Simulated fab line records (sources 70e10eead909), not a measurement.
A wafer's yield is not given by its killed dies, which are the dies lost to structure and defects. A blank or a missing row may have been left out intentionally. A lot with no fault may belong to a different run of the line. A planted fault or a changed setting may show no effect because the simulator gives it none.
fab line records	flow nand_harc	part 1 of 2: steps 1 to 3 of 6
record: lots: 23	wafers: 69	last_day: 33
route steps=1302 shown A_SGD_CUT@907 A_SLIT@933 A_WL_FILL@957 A_CONTACT@985
lots with no fault: from the same line, run without faults
start_h: start of the lot's first displayed wafer, in hours after the record's first day	wait_h: hours elapsed since this lot's preceding step	" same as the row above	L1.1+2: a row that stands for several wafers	- no value present, or no start provided	* or withheld: withheld	< > ~ a bound
route shown NAME@n: names a module that has steps shown in the file, with the first one's number in the route	usual: the fault-free wafers' mean and standard deviation	same: alike in all rows	chamber/n: place in a boat	sites: the reading at each site	_std_site: the values' standard deviation	_edge_site: outer sites' mean less inner sites'	radius_mm: for every site, how far away it sits from the centre of the wafer	mask NAME#n: copy n	behind: the tool/chamber that last shaped the wafer	hold: the reason the lot was held/the length of the hold in hours/how it ended	device: names the non-switching transistor (n, p or np)	end of line: the route-end tests of the same wafers	a step without rows: its recipe alone	killed: at the first sort, the dies lost to defects and structure; wafer yield is something else	map: a wafer's dies, x killed, . not, _ none there
set.NAME: the run value of the setting; set.NAME@STEP: its run value at that earlier step	model.NAME: the simulator's own value behind a step, which no gauge read
the route's steps for a sample of lots (tables are steps, rows are wafers)
services: from which hour (start_h, from the record's first day; less than 0 if before it) a tool's chamber was out of use, for how many hours, and why
== steps ==
step: NHARC_A_SGD_CUT_ETCH_15
recipe: target_depth_a: 750	time_s: 64.3	ch3f_flow_sccm: 50	o2_flow_sccm: 30	ar_flow_sccm: 200	rf_w: 500	bias_w: 100	chemistry: CH3F/O2
usual: chamber_pressure_mTorr: 25.001/0.023	drypump_motor_current_A: 5.4/0.55	oes_product_au: 0.960/0.016	rf_vpp_V: 264.4/1.8	showerhead_plenum_p_Torr: 2.49/0.11	throttle_valve_pct: 20.662/0.009
same: time_s: 64.3
lot.wafer	tool	chamber	start_h	wait_h	chamber_pressure_mTorr	drypump_motor_current_A	oes_product_au	rf_hours_counter_h	rf_vpp_V	showerhead_plenum_p_Torr	throttle_valve_pct
L076.1	rie_diel-10	0	-	-	25.033	5.5	0.946	1.2	263.7	2.44	20.670
L076.2	"	2	"	"	25.000	5.5	0.964	1.0	263.9	2.45	20.673
L076.4	"	3	"	"	24.999	4.7	0.942	1.2	265.9	2.54	20.657
L075.2	rie_diel-11	2	-	-	25.020	6.3	0.957	0.4	266.0	2.56	20.667
L075.4	"	3	"	"	25.032	6.2	0.967	0.5	265.6	2.56	20.650
L075.5	"	0	"	"	24.961	5.4	0.993	-	261.3	2.28	20.667
L074.1	rie_diel-08	3	-	-	25.003	5.7	0.937	3.7	264.8	2.54	20.668
L074.6	"	0	"	"	24.999	4.8	0.927	-	262.5	2.31	20.663
L074.5	"	1	"	"	25.003	4.9	0.915	-	265.5	2.64	20.668
L077.3	rie_diel-10	0	-	-	24.964	5.5	0.976	2.3	262.3	2.44	20.670
L077.4	"	1	"	"	25.047	6.4	0.962	2.1	263.3	2.51	20.653
L077.5	"	0	"	"	24.958	5.5	0.971	-	263.3	2.44	20.665
L078.3	rie_diel-11	0	-	-	24.970	5.4	0.974	2.5	261.2	2.28	20.654
L078.1	"	1	"	"	25.002	5.0	0.947	2.1	266.8	2.63	20.671
L078.4	"	2	"	"	24.991	6.3	0.938	1.6	265.3	2.56	20.653
L079.2	rie_diel-10	0	-	-	25.057	5.5	0.947	3.1	263.8	2.44	20.674
L079.1	"	1	"	"	24.986	6.4	0.977	3.0	265.7	2.51	20.675
L079.3	"	2	"	"	25.034	5.6	0.971	2.9	263.5	2.45	20.662
L081.3	rie_diel-08	1	-	-	25.012	4.9	0.959	7.0	267.1	2.64	20.667
L081.6	"	0	"	"	24.970	4.8	0.976	-	261.1	2.31	20.659
L081.5	"	1	"	"	25.001	4.9	0.956	-	264.9	2.64	20.646
L083.3	rie_diel-11	3	-	-	24.946	6.2	0.972	7.4	265.3	2.56	20.652
L083.2	"	0	"	"	25.024	5.4	0.984	6.8	260.8	2.28	20.672
L083.6	"	2	"	"	24.987	6.3	0.956	-	265.4	2.56	20.656
L082.4	rie_diel-08	0	-	-	25.029	4.8	0.975	7.4	262.3	2.31	20.642
L082.2	"	1	"	"	24.993	4.9	0.947	8.2	265.7	2.64	20.654
L082.5	"	3	"	"	24.997	5.7	0.992	-	265.7	2.54	20.655
L084.3	rie_diel-11	1	-	-	25.019	5.0	0.962	8.5	267.2	2.62	20.659
L084.6	"	1	"	"	24.970	5.0	0.976	-	266.1	2.62	20.656
L084.5	"	2	"	"	24.984	6.3	0.968	-	265.2	2.56	20.662
L086.2	rie_diel-10	0	-	-	24.991	5.5	0.957	5.8	263.3	2.44	20.657
L086.5	"	2	"	"	24.967	5.5	0.962	-	264.0	2.45	20.670
L086.6	"	3	"	"	25.039	4.7	0.959	-	265.7	2.54	20.656
L087.3	rie_diel-11	0	-	-	24.995	5.4	0.977	9.6	260.6	2.28	20.677
L087.5	"	0	"	"	24.964	5.4	0.974	-	262.2	2.28	20.674
L087.6	"	1	"	"	25.003	5.0	0.949	-	266.3	2.62	20.647
L085.4	rie_diel-10	0	-	-	24.982	5.5	0.932	6.2	263.6	2.44	20.661
L085.3	"	2	"	"	24.988	5.5	0.942	5.7	264.0	2.45	20.664
L085.5	"	1	"	"	25.009	6.4	0.938	-	264.9	2.51	20.666
L088.3	rie_diel-08	1	-	-	25.000	4.9	0.932	2.0	267.7	2.64	20.651
L088.1	"	3	"	"	25.010	5.7	0.950	2.4	266.5	2.54	20.662
L088.6	"	0	"	"	25.007	4.9	0.963	-	261.7	2.30	20.670
L089.1	rie_diel-10	2	-	-	24.955	5.5	0.961	7.6	262.7	2.45	20.664
L089.4	"	3	"	"	25.012	4.7	0.938	7.6	263.9	2.54	20.664
L089.5	"	2	"	"	25.017	5.6	0.949	-	264.0	2.45	20.662
L090.2	rie_diel-08	1	-	-	24.998	4.9	0.964	2.4	266.3	2.64	20.654
L090.3	"	0	"	"	25.022	4.8	0.978	2.0	262.9	2.30	20.664
L090.6	"	2	"	"	24.953	5.0	0.960	-	264.3	2.49	20.661
L091.4	rie_diel-10	2	-	-	24.967	5.5	0.952	0.4	262.2	2.45	20.659
L091.3	"	0	"	"	24.987	5.5	0.956	0.5	263.3	2.44	20.667
L091.5	"	2	"	"	25.035	5.6	0.952	-	263.8	2.45	20.654
L092.2	rie_diel-08	1	-	-	24.983	4.9	0.972	4.9	266.6	2.63	20.667
L092.1	"	2	"	"	25.000	5.0	0.972	5.2	264.9	2.49	20.674
L092.5	"	0	"	"	25.007	4.8	0.984	-	261.5	2.30	20.660
L093.1	rie_diel-11	1	-	-	25.014	5.0	0.948	0.3	266.3	2.62	20.665
L093.6	"	3	"	"	25.018	6.2	0.968	-	265.3	2.56	20.660
L093.5	"	0	"	"	25.019	5.4	0.969	-	261.0	2.28	20.651
L094.1	rie_diel-11	0	-	-	25.003	5.4	0.964	0.7	260.5	2.28	20.675
L094.2	"	2	"	"	25.033	6.3	0.988	0.8	265.0	2.55	20.677
L094.5	"	0	"	"	24.984	5.4	0.967	-	261.2	2.28	20.667
L095.2	rie_diel-08	3	-	-	24.982	5.7	0.972	7.7	266.2	2.54	20.672
L095.4	"	2	"	"	24.998	5.0	0.954	7.7	266.3	2.49	20.672
L095.5	"	0	"	"	25.060	4.8	0.979	-	261.3	2.30	20.671
L096.4	rie_diel-10	2	-	-	25.033	5.6	0.970	1.7	263.5	2.45	20.639
L096.3	"	3	"	"	25.024	4.7	0.957	1.6	264.9	2.54	20.668
L096.2	"	0	"	"	24.980	5.5	0.949	1.9	264.8	2.44	20.659
L097.2	rie_diel-08	1	-	-	24.947	4.9	0.940	8.2	266.9	2.63	20.640
L097.3	"	3	"	"	24.997	5.7	0.983	8.7	265.5	2.54	20.669
L097.6	"	1	"	"	24.989	4.9	0.954	-	267.7	2.63	20.648
step: NHARC_A_SGD_CUT_ETCHBACK_24
recipe: target_depth_a: 500	over_etch_frac: 0.3	time_s: 92.857	ion_energy_ev: 120	ch3f_flow_sccm: 50	o2_flow_sccm: 30	ar_flow_sccm: 200	rf_w: 500	bias_w: 100	chemistry: CH3F/O2
usual: chamber_pressure_mTorr: 25.002/0.023	drypump_motor_current_A: 5.4/0.54	oes_product_au: 0.98/0.032	rf_vpp_V: 245.0/1.5	showerhead_plenum_p_Torr: 2.50/0.096	throttle_valve_pct: 20.664/0.0091
same: time_s: 92.857
lot.wafer	tool	chamber	start_h	wait_h	chamber_pressure_mTorr	drypump_motor_current_A	oes_product_au	rf_hours_counter_h	rf_vpp_V	showerhead_plenum_p_Torr	throttle_valve_pct
L076.1	rie_diel-08	2	457.70	0.1	25.041	5.0	0.98	4.1	245.4	2.50	20.662
L076.2	"	3	"	"	25.019	5.8	1.01	3.9	245.8	2.54	20.671
L076.4	"	1	"	"	24.981	4.9	0.99	3.8	247.7	2.64	20.661
L074.1	rie_diel-10	2	457.73	0.2	24.980	5.6	0.98	1.6	244.4	2.45	20.661
L074.6	"	1	"	"	25.009	6.4	0.98	-	244.5	2.51	20.670
L074.5	"	2	"	"	24.985	5.6	0.98	-	243.4	2.45	20.669
L075.4	rie_diel-10	1	457.86	0.2	24.996	6.4	1.00	1.9	245.5	2.51	20.650
L075.2	"	3	"	"	24.985	4.8	0.98	1.8	247.7	2.54	20.663
L075.5	"	1	"	"	24.967	6.4	0.99	-	244.0	2.51	20.657
L077.4	rie_diel-08	1	467.27	0.1	24.978	4.9	0.98	4.8	246.4	2.64	20.657
L077.3	"	3	"	"	24.991	5.8	1.01	4.6	245.8	2.54	20.641
L077.5	"	0	"	"	25.019	4.9	1.00	-	241.5	2.31	20.659
L078.3	rie_diel-10	2	480.16	0.1	25.045	5.5	0.96	2.4	243.3	2.45	20.649
L078.1	"	0	"	"	24.991	5.5	0.95	2.9	243.7	2.44	20.663
L078.4	"	1	"	"	24.949	6.4	0.96	2.7	244.4	2.51	20.659
L079.2	rie_diel-08	0	496.14	0.2	24.984	4.8	1.00	5.4	240.9	2.31	20.681
L079.3	"	1	"	"	25.053	4.9	0.99	6.4	247.6	2.64	20.661
L079.1	"	2	"	"	25.016	5.0	0.99	6.4	244.0	2.50	20.656
L081.3	rie_diel-08	1	519.65	0.2	25.006	4.9	0.94	7.3	247.0	2.64	20.658
L081.5	"	1	"	"	25.004	4.9	0.92	-	246.2	2.64	20.670
L081.6	"	2	"	"	24.983	5.0	0.93	-	244.4	2.49	20.649
L083.3	rie_diel-10	3	539.85	0.1	25.001	4.8	0.99	5.2	244.8	2.54	20.648
L083.2	"	1	"	"	25.027	6.4	0.99	5.2	245.5	2.51	20.656
L083.6	"	0	"	"	24.972	5.5	0.99	-	243.4	2.44	20.656
L082.4	rie_diel-08	3	539.86	0.1	24.995	5.7	0.96	8.2	245.0	2.54	20.664
L082.2	"	2	"	"	24.965	5.0	0.94	8.6	244.4	2.49	20.663
L082.5	"	3	"	"	24.974	5.7	0.96	-	244.8	2.54	20.675
L084.3	rie_diel-08	2	555.44	0.1	25.040	5.0	1.00	0.5	244.7	2.49	20.662
L084.6	"	3	"	"	25.007	5.8	1.02	-	245.4	2.54	20.665
L084.5	"	1	"	"	25.006	4.9	0.99	-	246.1	2.64	20.674
L086.2	rie_diel-11	2	555.49	0.2	24.996	6.3	1.00	8.8	246.8	2.55	20.667
L086.5	"	3	"	"	25.019	6.2	0.98	-	246.7	2.56	20.666
L086.6	"	0	"	"	24.996	5.4	1.00	-	241.5	2.28	20.674
L085.3	rie_diel-08	3	560.82	0.1	25.035	5.7	1.01	0.7	246.3	2.54	20.652
L085.4	"	1	"	"	24.981	4.9	0.98	-	244.5	2.64	20.653
L085.5	"	2	"	"	25.028	5.0	0.98	-	244.5	2.49	20.680
L087.3	rie_diel-11	3	560.83	0.1	25.002	6.2	0.91	10.3	247.1	2.56	20.674
L087.6	"	3	"	"	24.951	6.2	0.91	-	245.5	2.56	20.661
L087.5	"	0	"	"	25.015	5.4	0.93	-	241.8	2.28	20.659
L088.3	rie_diel-10	1	586.11	0.1	24.988	6.4	1.00	7.9	245.7	2.50	20.687
L088.1	"	0	"	"	24.967	5.5	0.99	7.9	244.1	2.44	20.659
L088.6	"	2	"	"	25.002	5.5	1.01	-	244.6	2.45	20.666
L089.1	rie_diel-08	0	586.11	0.1	24.998	4.8	1.01	1.7	242.0	2.30	20.676
L089.4	"	3	"	"	25.018	5.8	1.01	2.7	245.8	2.54	20.671
L089.5	"	1	"	"	25.007	4.9	0.99	-	246.4	2.64	20.650
L090.2	rie_diel-08	2	598.81	0.1	25.039	5.0	0.93	3.0	245.0	2.49	20.659
L090.3	"	3	"	"	25.027	5.7	0.94	3.5	245.0	2.54	20.660
L090.6	"	2	"	"	24.992	5.0	0.92	-	244.7	2.49	20.661
L091.3	rie_diel-08	2	622.72	0.2	25.022	5.0	0.99	5.4	246.2	2.49	20.660
L091.4	"	3	"	"	25.044	5.7	1.01	5.8	247.2	2.54	20.651
L091.5	"	1	"	"	24.989	4.9	0.99	-	247.9	2.64	20.662
L092.1	rie_diel-10	3	622.72	0.2	24.998	4.7	0.99	0.6	246.1	2.54	20.657
L092.2	"	1	"	"	25.010	6.4	0.98	0.7	244.4	2.50	20.672
L092.5	"	3	"	"	25.016	4.7	0.99	-	246.7	2.54	20.651
L093.1	rie_diel-10	0	628.90	0.2	24.981	5.5	0.97	1.2	243.5	2.44	20.675
L093.5	"	2	"	"	25.005	5.5	0.99	-	244.9	2.45	20.665
L093.6	"	3	"	"	24.985	4.8	0.99	-	246.2	2.54	20.667
L094.2	rie_diel-08	0	634.13	0.2	25.054	4.8	1.01	5.3	243.2	2.30	20.661
L094.1	"	1	"	"	25.021	4.9	0.96	5.3	246.9	2.64	20.665
L094.5	"	2	"	"	25.021	5.0	0.98	-	245.3	2.49	20.647
L096.4	rie_diel-10	1	656.69	0.2	24.955	6.4	0.92	2.2	245.1	2.50	20.648
L096.2	"	3	"	"	25.013	4.7	0.92	1.8	246.0	2.54	20.662
L096.3	"	0	"	"	25.002	5.5	0.91	2.1	243.9	2.44	20.647
L095.4	rie_diel-08	3	656.76	0.2	24.991	5.7	0.93	7.9	244.9	2.54	20.659
L095.2	"	0	"	"	24.991	4.8	0.95	6.8	241.5	2.30	20.667
L095.5	"	3	"	"	25.002	5.7	0.94	-	245.4	2.54	20.667
L097.2	rie_diel-10	1	672.04	0.1	24.954	6.4	0.99	3.4	246.2	2.50	20.669
L097.3	"	0	"	"	25.002	5.5	0.98	3.3	244.5	2.44	20.665
L097.6	"	1	"	"	25.016	6.4	0.99	-	244.6	2.50	20.659
step: NHARC_A_SLIT_CD_MEAS_09
recipe: target_cd_nm: 300	landing_energy_ev: 500
usual: cd_nm: 299.9/0.55
lot.wafer	tool	chamber	start_h	wait_h	cd_nm
L076.1	cd_sem-01	0	462.80	-	300.8
L076.2	"	0	"	"	300.0
L076.4	"	0	"	"	300.3
L074.1	cd_sem-01	0	464.13	-	300.8
L074.5	"	0	"	"	300.5
L074.6	"	0	"	"	301.5
L075.2	cd_sem-03	0	466.42	-	299.9
L075.4	"	0	"	"	299.9
L075.5	"	0	"	"	300.2
L077.3	cd_sem-03	0	475.03	-	299.4
L077.4	"	0	"	"	300.3
L077.5	"	0	"	"	299.8
L078.1	cd_sem-03	0	486.71	-	299.2
L078.3	"	0	"	"	300.4
L078.4	"	0	"	"	299.5
L079.1	cd_sem-01	0	503.67	-	299.3
L079.2	"	0	"	"	299.8
L079.3	"	0	"	"	299.2
L081.3	cd_sem-01	0	526.18	-	300.0
L081.5	"	0	"	"	300.1
L081.6	"	0	"	"	300.2
L083.2	cd_sem-03	0	544.83	-	300.0
L083.3	"	0	"	"	300.3
L083.6	"	0	"	"	301.1
L082.2	cd_sem-02	0	546.43	-	299.8
L082.4	"	0	"	"	300.3
L082.5	"	0	"	"	299.5
L086.2	cd_sem-02	0	560.75	-	299.4
L086.5	"	0	"	"	299.6
L086.6	"	0	"	"	299.6
L084.3	cd_sem-03	0	561.90	-	299.8
L084.5	"	0	"	"	299.4
L084.6	"	0	"	"	299.7
L087.3	cd_sem-03	0	571.09	-	299.8
L087.5	"	0	"	"	300.1
L087.6	"	0	"	"	300.5
L085.3	cd_sem-01	0	571.88	-	299.9
L085.4	"	0	"	"	300.3
L085.5	"	0	"	"	300.4
L088.1	cd_sem-03	0	591.99	-	300.0
L088.3	"	0	"	"	299.6
L088.6	"	0	"	"	300.2
L089.1	cd_sem-02	0	592.18	-	299.3
L089.4	"	0	"	"	298.6
L089.5	"	0	"	"	298.4
L090.2	cd_sem-01	0	604.63	-	299.1
L090.3	"	0	"	"	298.8
L090.6	"	0	"	"	299.8
L092.1	cd_sem-01	0	628.95	-	299.6
L092.2	"	0	"	"	300.4
L092.5	"	0	"	"	299.4
L091.3	cd_sem-03	0	629.10	-	300.2
L091.4	"	0	"	"	300.2
L091.5	"	0	"	"	299.9
L093.1	cd_sem-01	0	634.84	-	299.9
L093.5	"	0	"	"	300.1
L093.6	"	0	"	"	299.9
L094.1	cd_sem-01	0	639.45	-	300.4
L094.2	"	0	"	"	299.3
L094.5	"	0	"	"	299.6
L096.2	cd_sem-02	0	661.78	-	300.7
L096.3	"	0	"	"	300.4
L096.4	"	0	"	"	299.6
L095.2	cd_sem-03	0	662.11	-	299.5
L095.4	"	0	"	"	299.6
L095.5	"	0	"	"	299.9
L097.2	cd_sem-03	0	679.74	-	300.6
L097.3	"	0	"	"	299.7
L097.6	"	0	"	"	299.7
